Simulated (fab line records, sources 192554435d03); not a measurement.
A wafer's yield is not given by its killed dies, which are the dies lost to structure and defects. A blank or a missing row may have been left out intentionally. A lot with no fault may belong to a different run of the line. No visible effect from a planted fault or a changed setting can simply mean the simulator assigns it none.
fab line records	flow n5_finfet
record: lots: 24	wafers: 72	last_day: 18
route steps=1938 shown FIN_SAQP@128 FIN_CUT@169 STI_FIN_REVEAL@188
lots untouched by any fault: they come from a run of this same line in which no faults occurred
start_h: hours from the record's first day to the start of the lot's first wafer shown	wait_h: hours since the lot's step before	" repeats the value in the row above	L1.1+2: several wafers, shown together as one row	- no value present, or no start provided	* or withheld: withheld	< > ~ a bound
route shown NAME@n: names a module that has steps shown in the file, with the first one's number in the route	usual: mean/standard deviation of fault-free wafers	same: alike in all rows	chamber/n: place in a boat	sites: each site's reading	_std_site: the values' standard deviation	_edge_site: the outer-site mean with the inner-site mean subtracted	radius_mm: how far each site lies from the wafer's centre	mask NAME#n: copy n	behind: tool/chamber where the wafer was last shaped	hold: cause of the lot's hold/its duration in hours/its outcome	device: transistor that didn't switch, given as n, p or np	end of line: the same wafers' tests at the end of the route	a step with no rows: only its recipe	killed: at the first sort, the dies lost to defects and structure; wafer yield is something else	map: dies across one wafer; x = killed, . = not, _ = none there
set.NAME: the setting the step ran with; set.NAME@STEP: the setting that earlier step ran with	model.NAME: the simulator's own value behind a step, which no gauge read
one table for each step of the route and one row for each wafer, over a sample of lots
services: when a tool's chamber went out of use (start_h, in hours from the record's first day, below 0 if earlier), for how many hours, and the reason
== steps ==
step: N5_FIN_SAQP_CD_MEAS_27
recipe: target_cd_nm: 20	landing_energy_ev: 1000	detector: se_inlens	polarity: line
usual: cd_nm: 20.26/0.22
lot.wafer	tool	chamber	start_h	wait_h	cd_nm
L074.4	cd_sem-03	0	23.88	0.1	20.38
L074.5	"	0	"	"	20.23
L074.6	"	0	"	"	19.91
L075.2	cd_sem-03	0	30.39	0.1	20.41
L075.3	"	0	"	"	20.28
L075.4	"	0	"	"	19.96
L076.2	cd_sem-03	0	35.81	0.1	20.08
L076.4	"	0	"	"	20.55
L076.6	"	0	"	"	19.95
L077.3	cd_sem-03	0	42.84	0.1	20.07
L077.4	"	0	"	"	20.13
L077.5	"	0	"	"	20.30
L078.3	cd_sem-01	0	49.35	0.1	20.08
L078.4	"	0	"	"	19.94
L078.5	"	0	"	"	19.93
L079.1	cd_sem-02	0	55.11	0.1	20.27
L079.4	"	0	"	"	20.06
L079.6	"	0	"	"	20.49
L080.1	cd_sem-03	0	65.97	0.1	20.02
L080.3	"	0	"	"	20.18
L080.4	"	0	"	"	20.07
L081.2	cd_sem-03	0	81.27	0.1	20.30
L081.4	"	0	"	"	20.57
L081.6	"	0	"	"	20.21
L082.1	cd_sem-03	0	81.92	0.1	20.64
L082.4	"	0	"	"	20.27
L082.6	"	0	"	"	20.34
L083.2	cd_sem-01	0	82.05	0.1	20.40
L083.4	"	0	"	"	20.11
L083.5	"	0	"	"	20.08
L084.2	cd_sem-01	0	85.09	0.1	20.00
L084.4	"	0	"	"	20.54
L084.5	"	0	"	"	20.26
L085.2	cd_sem-03	0	92.17	0.1	19.94
L085.4	"	0	"	"	20.22
L085.6	"	0	"	"	20.30
L086.4	cd_sem-02	0	96.64	0.1	20.14
L086.5	"	0	"	"	20.13
L086.6	"	0	"	"	20.53
L087.4	cd_sem-01	0	104.14	0.1	20.56
L087.5	"	0	"	"	20.43
L087.6	"	0	"	"	20.27
L088.1	cd_sem-02	0	110.09	0.1	20.18
L088.2	"	0	"	"	20.41
L088.6	"	0	"	"	20.55
L089.1	cd_sem-03	0	116.56	0.1	20.25
L089.3	"	0	"	"	20.61
L089.5	"	0	"	"	20.28
L090.2	cd_sem-03	0	122.37	0.1	20.29
L090.3	"	0	"	"	20.25
L090.4	"	0	"	"	20.21
L091.1	cd_sem-02	0	126.66	0.1	20.07
L091.5	"	0	"	"	20.60
L091.6	"	0	"	"	20.35
L092.1	cd_sem-03	0	132.51	0.1	20.32
L092.3	"	0	"	"	20.51
L092.6	"	0	"	"	20.85
L093.1	cd_sem-03	0	141.76	0.1	20.55
L093.3	"	0	"	"	20.31
L093.5	"	0	"	"	20.26
L094.1	cd_sem-01	0	146.58	0.1	19.99
L094.2	"	0	"	"	20.27
L094.5	"	0	"	"	20.06
L095.3	cd_sem-02	0	152.99	0.1	20.45
L095.5	"	0	"	"	19.97
L095.6	"	0	"	"	19.85
L096.1	cd_sem-03	0	157.86	0.1	20.05
L096.3	"	0	"	"	20.20
L096.5	"	0	"	"	20.31
L097.2	cd_sem-01	0	164.87	0.1	20.14
L097.3	"	0	"	"	20.36
L097.4	"	0	"	"	19.94
step: N5_FIN_SAQP_RECESS_71
recipe: chemistry: HF/NH3	target: SiO2	target_depth_a: 30	afs_cycles: 1	temp_c: 30	sublimation_temp_c: 180	sublimation_time_s: 60
usual: drypump_motor_current_A: 5.7/0.39
same: sublimation_time_s: 60
lot.wafer	tool	chamber	start_h	wait_h	drypump_motor_current_A
L074.4	vapor_etch-01	0	24.83	0.1	6.0
L074.5	"	0	"	"	6.0
L074.6	"	1	"	"	5.2
L075.2	vapor_etch-02	1	31.48	0.0	6.1
L075.3	"	0	"	"	5.4
L075.4	"	1	"	"	6.1
L076.2	vapor_etch-02	1	37.24	0.0	6.1
L076.4	"	0	"	"	5.4
L076.6	"	0	"	"	5.4
L077.3	vapor_etch-02	0	43.78	0.1	5.5
L077.4	"	1	"	"	6.1
L077.5	"	0	"	"	5.4
L078.3	vapor_etch-02	0	50.43	0.1	5.5
L078.4	"	1	"	"	6.1
L078.5	"	0	"	"	5.5
L079.1	vapor_etch-01	1	56.17	0.0	5.2
L079.4	"	0	"	"	6.0
L079.6	"	1	"	"	5.2
L080.1	vapor_etch-01	0	66.85	0.0	6.0
L080.3	"	0	"	"	6.0
L080.4	"	1	"	"	5.2
L081.2	vapor_etch-01	0	82.33	0.0	6.0
L081.4	"	1	"	"	5.2
L081.6	"	0	"	"	6.0
L082.1	vapor_etch-02	0	83.02	0.1	5.4
L082.4	"	1	"	"	6.1
L082.6	"	1	"	"	6.1
L083.2	vapor_etch-01	1	83.23	0.1	5.2
L083.4	"	0	"	"	6.0
L083.5	"	0	"	"	6.1
L084.2	vapor_etch-02	0	86.05	0.0	5.5
L084.4	"	1	"	"	6.1
L084.5	"	0	"	"	5.4
L085.2	vapor_etch-01	0	94.85	1.4	6.0
L085.4	"	1	"	"	5.2
L085.6	"	1	"	"	5.2
L086.4	vapor_etch-02	1	97.60	0.1	6.1
L086.5	"	1	"	"	6.1
L086.6	"	0	"	"	5.4
L087.4	vapor_etch-01	1	105.16	0.1	5.2
L087.5	"	1	"	"	5.2
L087.6	"	0	"	"	6.0
L088.1	vapor_etch-02	1	110.99	0.0	6.1
L088.2	"	0	"	"	5.4
L088.6	"	1	"	"	6.1
L089.1	vapor_etch-01	1	117.50	0.0	5.2
L089.3	"	1	"	"	5.2
L089.5	"	1	"	"	5.2
L090.2	vapor_etch-01	0	123.63	0.0	6.0
L090.3	"	0	"	"	6.0
L090.4	"	1	"	"	5.2
L091.1	vapor_etch-02	0	127.81	0.0	5.4
L091.5	"	0	"	"	5.4
L091.6	"	1	"	"	6.1
L092.1	vapor_etch-01	0	133.53	0.0	6.0
L092.3	"	0	"	"	6.0
L092.6	"	1	"	"	5.2
L093.1	vapor_etch-02	0	143.34	0.0	5.4
L093.3	"	1	"	"	6.1
L093.5	"	0	"	"	5.5
L094.1	vapor_etch-01	0	148.16	0.0	6.0
L094.2	"	1	"	"	5.2
L094.5	"	1	"	"	5.2
L095.3	vapor_etch-01	0	154.25	0.4	6.0
L095.5	"	0	"	"	6.0
L095.6	"	1	"	"	5.2
L096.1	vapor_etch-01	1	158.80	0.0	5.2
L096.3	"	0	"	"	6.0
L096.5	"	0	"	"	6.0
L097.2	vapor_etch-02	0	165.80	0.0	5.4
L097.3	"	0	"	"	5.4
L097.4	"	1	"	"	6.1
step: N5_FIN_SAQP_CD_MEAS_37
recipe: target_cd_nm: 8	polarity: line
usual: cd_nm: 8.13/0.22
lot.wafer	tool	chamber	start_h	wait_h	cd_nm
L074.4	cd_sem-01	-	25.92	0.1	8.27
L074.5	"	-	"	"	8.42
L074.6	"	-	"	"	8.07
L075.2	cd_sem-03	-	32.73	0.1	8.39
L075.3	"	-	"	"	7.75
L075.4	"	-	"	"	8.22
L076.2	cd_sem-01	-	38.36	0.1	8.33
L076.4	"	-	"	"	7.97
L076.6	"	-	"	"	8.34
L077.3	cd_sem-02	-	44.87	0.1	8.13
L077.4	"	-	"	"	7.69
L077.5	"	-	"	"	7.84
L078.3	cd_sem-01	-	51.68	0.1	7.96
L078.4	"	-	"	"	8.02
L078.5	"	-	"	"	7.82
L079.1	cd_sem-03	-	57.29	0.1	8.52
L079.4	"	-	"	"	8.28
L079.6	"	-	"	"	8.14
L080.1	cd_sem-01	-	67.97	0.1	8.29
L080.3	"	-	"	"	8.21
L080.4	"	-	"	"	8.08
L081.2	cd_sem-01	-	83.62	0.1	8.01
L081.4	"	-	"	"	8.55
L081.6	"	-	"	"	8.00
L082.1	cd_sem-01	-	84.45	0.1	8.48
L082.4	"	-	"	"	8.30
L082.6	"	-	"	"	8.08
L083.2	cd_sem-02	-	84.49	0.1	7.87
L083.4	"	-	"	"	7.88
L083.5	"	-	"	"	8.22
L084.2	cd_sem-02	-	87.27	0.1	8.25
L084.4	"	-	"	"	7.85
L084.5	"	-	"	"	8.36
L085.2	cd_sem-02	-	96.00	0.1	8.17
L085.4	"	-	"	"	7.55
L085.6	"	-	"	"	7.67
L086.4	cd_sem-01	-	98.70	0.1	7.98
L086.5	"	-	"	"	8.40
L086.6	"	-	"	"	8.41
L087.4	cd_sem-02	-	106.25	0.1	8.07
L087.5	"	-	"	"	7.77
L087.6	"	-	"	"	8.46
L088.1	cd_sem-01	-	112.20	0.1	8.08
L088.2	"	-	"	"	8.17
L088.6	"	-	"	"	8.02
L089.1	cd_sem-01	-	118.73	0.1	8.20
L089.3	"	-	"	"	8.02
L089.5	"	-	"	"	8.25
L090.2	cd_sem-03	-	124.93	0.1	8.24
L090.3	"	-	"	"	8.39
L090.4	"	-	"	"	8.38
L091.1	cd_sem-01	-	129.32	0.1	8.38
L091.5	"	-	"	"	8.30
L091.6	"	-	"	"	8.23
L092.1	cd_sem-01	-	134.78	0.1	8.06
L092.3	"	-	"	"	8.21
L092.6	"	-	"	"	8.11
L093.1	cd_sem-01	-	144.51	0.1	7.89
L093.3	"	-	"	"	7.88
L093.5	"	-	"	"	8.15
L094.1	cd_sem-03	-	149.34	0.1	8.14
L094.2	"	-	"	"	8.43
L094.5	"	-	"	"	7.53
L095.3	cd_sem-02	-	155.36	0.1	8.11
L095.5	"	-	"	"	8.22
L095.6	"	-	"	"	8.01
L096.1	cd_sem-01	-	161.22	0.1	8.04
L096.3	"	-	"	"	8.10
L096.5	"	-	"	"	7.97
L097.2	cd_sem-02	-	169.25	0.1	8.05
L097.3	"	-	"	"	8.16
L097.4	"	-	"	"	8.33
step: N5_FIN_CUT_ETCH_21
recipe: chemistry: N2/H2	target: SOC	target_depth_a: 2190	overetch_a: 438	mask_material: SiARC	temp_c: 40	ion_energy_ev: 100	bias_w: 61	time_s: 523.5	pressure_mtorr: 30	source_w: 850	n2_flow_sccm: 200	h2_flow_sccm: 200
usual: drypump_motor_current_A: 5.8/0.41	n2_flow_sccm: 200.0/0.58	oes_product_au: 0.71/0.055	rf_vpp_V: 240.7/1.4	showerhead_plenum_p_Torr: 2.53/0.098	throttle_valve_pct: 17.84/0.18
lot.wafer	tool	chamber	start_h	wait_h	drypump_motor_current_A	n2_flow_sccm	oes_product_au	rf_hours_counter_h	rf_vpp_V	showerhead_plenum_p_Torr	throttle_valve_pct
L074.4	rie_diel-03	1	26.68	0.0	5.1	200.1	0.78	43	240.4	2.49	17.40
L074.5	"	1	"	"	5.1	199.7	0.78	-	241.0	2.49	17.39
L074.6	"	0	"	"	5.8	199.4	0.79	-	241.2	2.72	17.89
L075.2	rie_diel-05	2	33.42	0.0	6.3	201.2	0.72	122	240.7	2.55	17.64
L075.3	"	1	"	"	5.8	199.8	0.72	133	240.0	2.56	18.01
L075.4	"	0	"	"	6.3	200.2	0.68	168	239.9	2.43	17.88
L076.2	rie_diel-03	2	39.01	0.0	5.8	199.3	0.68	192	238.1	2.41	17.68
L076.4	"	1	"	"	5.1	199.5	0.78	47	239.4	2.49	17.41
L076.6	"	0	"	"	5.9	200.5	0.79	-	242.0	2.72	17.89
L077.3	rie_diel-04	1	45.64	0.0	5.2	200.0	0.78	50	240.2	2.57	17.87
L077.4	"	0	"	"	5.1	199.9	0.71	117	240.0	2.45	17.96
L077.5	"	2	"	"	6.1	200.0	0.68	-	241.2	2.52	17.94
L078.3	rie_diel-03	2	52.33	0.0	5.8	199.6	0.68	195	238.2	2.41	17.70
L078.4	"	1	"	"	5.2	199.2	0.76	50	240.9	2.48	17.42
L078.5	"	2	"	"	5.8	200.2	0.68	-	238.2	2.41	17.69
L079.1	rie_diel-04	1	58.06	0.0	5.2	201.0	0.79	53	241.4	2.57	17.89
L079.4	"	3	"	"	5.9	200.5	0.62	243	238.4	2.39	17.70
L079.6	"	0	"	"	5.1	199.7	0.72	-	238.6	2.45	17.96
L080.1	rie_diel-04	2	68.74	0.0	6.1	199.3	0.67	185	240.0	2.52	17.94
L080.3	"	0	"	"	5.1	200.0	0.71	121	238.7	2.45	17.97
L080.4	"	1	"	"	5.2	200.3	0.78	54	241.9	2.57	17.88
L081.2	rie_diel-05	1	84.36	0.0	5.8	199.3	0.72	147	240.8	2.56	18.04
L081.4	"	2	"	"	6.3	199.7	0.71	135	240.6	2.55	17.66
L081.6	"	0	"	"	6.3	200.8	0.67	-	239.5	2.43	17.88
L082.1	rie_diel-03	3	85.10	0.0	5.7	198.9	0.63	240	242.5	2.62	17.92
L082.4	"	1	"	"	5.1	199.5	0.75	57	240.5	2.48	17.41
L082.6	"	3	"	"	5.7	199.6	0.64	-	243.0	2.62	17.91
L083.2	rie_diel-05	3	85.49	0.0	6.1	200.0	0.68	157	241.1	2.64	17.96
L083.4	"	2	"	"	6.3	199.3	0.71	135	241.9	2.55	17.67
L083.5	"	3	"	"	6.1	200.5	0.68	-	242.1	2.64	17.96
L084.2	rie_diel-05	1	88.04	0.0	5.8	200.0	0.72	148	240.6	2.56	18.04
L084.4	"	2	"	"	6.3	199.0	0.72	136	239.7	2.55	17.67
L084.5	"	1	"	"	5.8	199.7	0.72	-	239.8	2.56	18.04
L085.2	rie_diel-04	2	96.91	0.0	6.1	200.3	0.67	192	240.0	2.52	17.94
L085.4	"	1	"	"	5.2	200.9	0.78	62	241.3	2.57	17.91
L085.6	"	1	"	"	5.2	200.4	0.77	-	240.9	2.57	17.89
L086.4	rie_diel-04	1	100.34	0.2	5.2	199.6	0.77	-	241.1	2.57	17.91
L086.5	"	2	"	"	6.1	200.5	0.67	-	239.8	2.52	17.92
L086.6	"	0	"	"	5.2	200.8	0.71	-	239.2	2.44	17.98
L087.4	rie_diel-05	2	107.66	0.0	6.3	200.2	0.70	143	240.5	2.54	17.69
L087.5	"	3	"	"	6.1	199.2	0.68	-	241.3	2.63	17.98
L087.6	"	2	"	"	6.3	199.7	0.71	-	240.1	2.54	17.66
L088.1	rie_diel-05	0	112.97	0.0	6.3	200.5	0.66	192	239.2	2.42	17.90
L088.2	"	3	"	"	6.1	200.2	0.68	167	242.6	2.63	17.99
L088.6	"	2	"	"	6.3	200.4	0.70	-	241.2	2.54	17.70
L089.1	rie_diel-05	0	119.38	0.0	6.3	200.7	0.66	195	238.2	2.42	17.90
L089.3	"	2	"	"	6.3	199.6	0.69	148	241.5	2.54	17.68
L089.5	"	1	"	"	5.9	199.0	0.71	-	239.8	2.55	18.05
L090.2	rie_diel-05	3	125.70	0.0	6.1	200.0	0.68	169	241.7	2.63	17.98
L090.3	"	0	"	"	6.3	201.1	0.65	197	239.6	2.42	17.91
L090.4	"	1	"	"	5.8	199.6	0.70	163	240.4	2.55	18.07
L091.1	rie_diel-04	0	130.12	0.0	5.1	200.1	0.69	146	238.8	2.44	18.01
L091.5	"	2	"	"	6.1	199.7	0.66	-	239.5	2.51	17.95
L091.6	"	1	"	"	5.2	199.7	0.76	-	242.1	2.56	17.92
L092.1	rie_diel-03	2	135.72	0.0	5.8	199.3	0.67	215	239.8	2.40	17.73
L092.3	"	0	"	"	5.8	201.0	0.77	-	241.4	2.71	17.93
L092.6	"	0	"	"	5.9	200.8	0.76	-	243.7	2.71	17.94
L093.1	rie_diel-03	2	145.30	0.0	5.8	198.8	0.67	218	238.1	2.40	17.74
L093.3	"	1	"	"	5.1	200.4	0.75	68	239.8	2.48	17.46
L093.5	"	0	"	"	5.9	199.3	0.76	-	242.9	2.71	17.92
L094.1	rie_diel-04	1	149.99	0.0	5.3	200.1	0.75	84	240.9	2.56	17.93
L094.2	"	3	"	"	5.9	199.6	0.87	12	242.2	2.70	17.33
L094.5	"	3	"	"	5.9	199.6	0.88	-	242.9	2.70	17.35
L095.3	rie_diel-04	2	156.15	0.0	6.1	200.2	0.65	217	239.6	2.51	17.98
L095.5	"	2	"	"	6.1	199.9	0.65	-	239.6	2.51	17.97
L095.6	"	1	"	"	5.2	200.9	0.75	-	242.1	2.56	17.93
L096.1	rie_diel-05	0	161.89	0.0	6.4	199.7	0.65	206	239.2	2.42	17.92
L096.3	"	3	"	"	6.1	199.9	0.67	180	241.8	2.63	18.00
L096.5	"	2	"	"	6.3	199.9	0.69	-	241.1	2.54	17.70
L097.2	rie_diel-03	2	170.02	0.0	5.8	200.0	0.66	225	240.3	2.40	17.74
L097.3	"	0	"	"	5.9	200.7	0.76	85	243.4	2.71	17.96
L097.4	"	3	"	"	5.7	200.1	0.87	5	242.0	2.61	17.52
step: N5_FIN_CUT_CUT_ETCH_26
recipe: chemistry: CH3F/O2	target: SiNx	target_depth_a: 390	mask_material: SOC	time_s: 55.7	pressure_mtorr: 30	source_w: 395	bias_w: 73	Ar_flow_sccm: 150	CH3F_flow_sccm: 30	O2_flow_sccm: 20	ion_energy_ev: 120
usual: drypump_motor_current_A: 5.8/0.41	oes_o_777_au: 0.78/0.067	oes_product_au: 0.77/0.064	rf_vpp_V: 296/7.5	showerhead_plenum_p_Torr: 1.99/0.072	throttle_valve_pct: 16.40/0.17
lot.wafer	tool	chamber	start_h	wait_h	drypump_motor_current_A	oes_o_777_au	oes_product_au	rf_hours_counter_h	rf_vpp_V	showerhead_plenum_p_Torr	throttle_valve_pct
L074.4	rie_diel-03	1	27.03	0.0	5.1	0.84	0.84	43	294	1.97	16.01
L074.5	"	1	"	"	5.1	0.84	0.85	-	294	1.97	16.02
L074.6	"	0	"	"	5.8	0.89	0.86	-	289	2.11	16.28
L075.2	rie_diel-05	2	33.77	0.0	6.3	0.80	0.79	122	298	2.02	16.18
L075.3	"	1	"	"	5.8	0.80	0.78	134	290	2.00	16.43
L075.4	"	0	"	"	6.3	0.72	0.72	168	303	1.92	16.39
L076.2	rie_diel-03	2	39.35	0.0	5.8	0.77	0.74	192	289	1.91	16.38
L076.4	"	1	"	"	5.2	0.83	0.84	47	294	1.97	16.04
L076.6	"	0	"	"	5.8	0.88	0.86	-	291	2.11	16.29
L077.3	rie_diel-04	1	45.99	0.0	5.3	0.89	0.88	50	291	2.05	16.52
L077.4	"	0	"	"	5.1	0.80	0.77	117	290	1.92	16.48
L077.5	"	2	"	"	6.1	0.74	0.72	-	294	2.00	16.59
L078.3	rie_diel-03	2	52.67	0.0	5.8	0.77	0.74	196	290	1.91	16.39
L078.4	"	1	"	"	5.1	0.83	0.83	50	292	1.96	16.06
L078.5	"	2	"	"	5.8	0.77	0.74	-	291	1.91	16.40
L079.1	rie_diel-04	1	58.41	0.0	5.2	0.88	0.87	53	292	2.04	16.53
L079.4	"	3	"	"	5.9	0.68	0.67	243	299	1.88	16.32
L079.6	"	0	"	"	5.2	0.80	0.78	-	288	1.92	16.48
L080.1	rie_diel-04	2	69.09	0.0	6.1	0.74	0.73	185	294	2.00	16.59
L080.3	"	0	"	"	5.1	0.79	0.77	121	289	1.92	16.50
L080.4	"	1	"	"	5.2	0.89	0.88	54	291	2.05	16.55
L081.2	rie_diel-05	1	84.70	0.0	5.8	0.80	0.78	147	291	1.99	16.46
L081.4	"	2	"	"	6.3	0.79	0.78	135	297	2.01	16.20
L081.6	"	0	"	"	6.4	0.72	0.73	-	303	1.91	16.39
L082.1	rie_diel-03	3	85.44	0.0	5.6	0.69	0.70	241	307	2.05	16.47
L082.4	"	1	"	"	5.2	0.82	0.84	57	293	1.96	16.06
L082.6	"	3	"	"	5.7	0.70	0.70	-	307	2.05	16.47
L083.2	rie_diel-05	3	85.83	0.0	6.1	0.72	0.76	158	313	2.08	16.50
L083.4	"	2	"	"	6.3	0.79	0.78	135	298	2.01	16.19
L083.5	"	3	"	"	6.1	0.72	0.75	-	312	2.08	16.50
L084.2	rie_diel-05	1	88.39	0.0	5.8	0.80	0.79	148	290	1.99	16.46
L084.4	"	2	"	"	6.3	0.79	0.78	136	297	2.01	16.20
L084.5	"	1	"	"	5.8	0.80	0.78	-	291	1.99	16.46
L085.2	rie_diel-04	2	97.26	0.0	6.1	0.73	0.71	192	294	1.99	16.60
L085.4	"	1	"	"	5.2	0.87	0.86	62	293	2.04	16.55
L085.6	"	1	"	"	5.2	0.87	0.86	-	292	2.04	16.56
L086.4	rie_diel-04	1	100.55	0.0	5.2	0.87	0.86	-	292	2.04	16.53
L086.5	"	2	"	"	6.1	0.73	0.71	-	293	1.99	16.60
L086.6	"	0	"	"	5.1	0.78	0.77	-	287	1.91	16.48
L087.4	rie_diel-05	2	108.00	0.0	6.3	0.78	0.77	143	296	2.01	16.21
L087.5	"	3	"	"	6.1	0.71	0.74	-	312	2.08	16.51
L087.6	"	2	"	"	6.3	0.78	0.77	-	297	2.01	16.21
L088.1	rie_diel-05	0	113.32	0.0	6.3	0.71	0.72	192	304	1.91	16.42
L088.2	"	3	"	"	6.1	0.71	0.74	167	314	2.08	16.52
L088.6	"	2	"	"	6.3	0.79	0.77	-	297	2.01	16.23
L089.1	rie_diel-05	0	119.72	0.0	6.4	0.71	0.71	195	303	1.91	16.41
L089.3	"	2	"	"	6.3	0.78	0.76	148	297	2.01	16.23
L089.5	"	1	"	"	5.8	0.79	0.76	-	290	1.99	16.49
L090.2	rie_diel-05	3	126.05	0.0	6.1	0.71	0.74	169	312	2.08	16.52
L090.3	"	0	"	"	6.3	0.71	0.72	197	302	1.91	16.44
L090.4	"	1	"	"	5.8	0.78	0.78	163	291	1.99	16.49
L091.1	rie_diel-04	0	130.47	0.0	5.1	0.76	0.75	146	287	1.91	16.53
L091.5	"	2	"	"	6.1	0.72	0.70	-	293	1.99	16.63
L091.6	"	1	"	"	5.2	0.85	0.84	-	292	2.04	16.58
L092.1	rie_diel-03	2	136.24	0.0	5.8	0.75	0.72	215	291	1.91	16.42
L092.3	"	0	"	"	5.8	0.86	0.84	-	290	2.10	16.32
L092.6	"	0	"	"	5.9	0.85	0.83	-	291	2.10	16.33
L093.1	rie_diel-03	2	145.65	0.0	5.8	0.75	0.72	218	291	1.90	16.43
L093.3	"	1	"	"	5.1	0.81	0.81	68	294	1.96	16.09
L093.5	"	0	"	"	5.9	0.86	0.82	-	290	2.10	16.34
L094.1	rie_diel-04	1	150.34	0.0	5.2	0.85	0.83	84	292	2.04	16.60
L094.2	"	3	"	"	5.9	0.96	0.95	12	305	2.12	15.91
L094.5	"	3	"	"	5.9	0.96	0.95	-	304	2.12	15.92
L095.3	rie_diel-04	2	156.50	0.0	6.1	0.71	0.69	217	294	1.99	16.63
L095.5	"	2	"	"	6.1	0.71	0.70	-	293	1.99	16.67
L095.6	"	1	"	"	5.2	0.84	0.83	-	292	2.03	16.60
L096.1	rie_diel-05	0	162.24	0.0	6.3	0.70	0.70	207	301	1.90	16.46
L096.3	"	3	"	"	6.1	0.70	0.72	180	313	2.07	16.54
L096.5	"	2	"	"	6.3	0.77	0.75	-	297	2.00	16.26
L097.2	rie_diel-03	2	170.37	0.0	5.8	0.75	0.72	225	290	1.90	16.44
L097.3	"	0	"	"	5.8	0.85	0.82	85	290	2.10	16.35
L097.4	"	3	"	"	5.7	0.93	0.93	5	306	2.04	16.03
step: N5_STI_FIN_REVEAL_THK_MEAS_05
usual: thk_nm: 132.1/1.2
lot.wafer	tool	chamber	start_h	wait_h	thk_nm
L074.4	film_metro-02	-	33.01	-	130.3
L074.5	"	-	"	"	132.2
L074.6	"	-	"	"	131.3
L075.2	film_metro-02	-	39.69	-	133.0
L075.3	"	-	"	"	131.5
L075.4	"	-	"	"	134.1
L076.2	film_metro-01	-	45.25	-	132.7
L076.4	"	-	"	"	132.0
L076.6	"	-	"	"	131.4
L077.3	film_metro-01	-	53.05	-	132.7
L077.4	"	-	"	"	133.0
L077.5	"	-	"	"	133.1
L078.3	film_metro-02	-	60.02	-	134.5
L078.4	"	-	"	"	132.8
L078.5	"	-	"	"	133.2
L079.1	film_metro-01	-	69.28	-	132.9
L079.4	"	-	"	"	131.5
L079.6	"	-	"	"	134.2
L080.1	film_metro-02	-	74.98	-	131.2
L080.3	"	-	"	"	131.3
L080.4	"	-	"	"	132.2
L081.2	film_metro-02	-	90.94	-	134.0
L081.4	"	-	"	"	131.5
L081.6	"	-	"	"	132.1
L083.2	film_metro-01	-	91.89	-	133.6
L083.4	"	-	"	"	132.9
L083.5	"	-	"	"	134.0
L082.1	film_metro-01	-	91.95	-	133.2
L082.4	"	-	"	"	134.0
L082.6	"	-	"	"	132.3
L084.2	film_metro-01	-	95.11	-	132.2
L084.4	"	-	"	"	134.4
L084.5	"	-	"	"	131.5
L085.2	film_metro-02	-	103.17	-	130.2
L085.4	"	-	"	"	130.5
L085.6	"	-	"	"	131.2
L086.4	film_metro-02	-	106.53	-	132.2
L086.5	"	-	"	"	129.2
L086.6	"	-	"	"	131.1
L087.4	film_metro-01	-	113.96	-	131.6
L087.5	"	-	"	"	132.1
L087.6	"	-	"	"	131.4
L088.1	film_metro-01	-	119.99	-	128.9
L088.2	"	-	"	"	131.2
L088.6	"	-	"	"	129.6
L089.1	film_metro-02	-	126.24	-	129.9
L089.3	"	-	"	"	132.7
L089.5	"	-	"	"	132.1
L090.2	film_metro-01	-	131.96	-	130.7
L090.3	"	-	"	"	132.2
L090.4	"	-	"	"	132.1
L091.1	film_metro-02	-	137.27	-	131.9
L091.5	"	-	"	"	131.2
L091.6	"	-	"	"	130.3
L092.1	film_metro-01	-	142.33	-	134.0
L092.3	"	-	"	"	132.0
L092.6	"	-	"	"	132.6
L093.1	film_metro-01	-	152.31	-	133.5
L093.3	"	-	"	"	132.0
L093.5	"	-	"	"	133.8
L094.1	film_metro-01	-	156.45	-	131.2
L094.2	"	-	"	"	133.4
L094.5	"	-	"	"	131.5
L095.3	film_metro-01	-	162.47	-	131.3
L095.5	"	-	"	"	132.5
L095.6	"	-	"	"	132.6
L096.1	film_metro-02	-	169.30	-	133.8
L096.3	"	-	"	"	132.8
L096.5	"	-	"	"	133.2
L097.2	film_metro-01	-	176.63	-	133.3
L097.3	"	-	"	"	132.0
L097.4	"	-	"	"	132.3
== services ==
tool	chamber	start_h	hours	kind
rie_diel-04	3	72.64	7.9	repair
vapor_etch-01	-	87.61	0.3	repair
rie_diel-03	-	96.86	14.6	pm
rie_diel-04	3	99.76	-	clean
rie_diel-04	3	99.76	-	consumable_replace:focus_ring
rie_diel-04	3	99.76	-	consumable_replace:showerhead
rie_diel-04	3	99.76	17.5	scheduled_down
rie_diel-04	3	99.76	17.5	vent_cycle
rie_diel-03	3	129.20	-	clean
rie_diel-03	3	129.20	-	consumable_replace:focus_ring
rie_diel-03	3	129.20	19.4	scheduled_down
rie_diel-03	3	129.20	19.4	vent_cycle
rie_diel-03	1	132.78	6.3	repair
rie_diel-04	2	157.27	4.0	repair
rie_diel-03	-	163.67	4.3	pm
== key ==
fault none
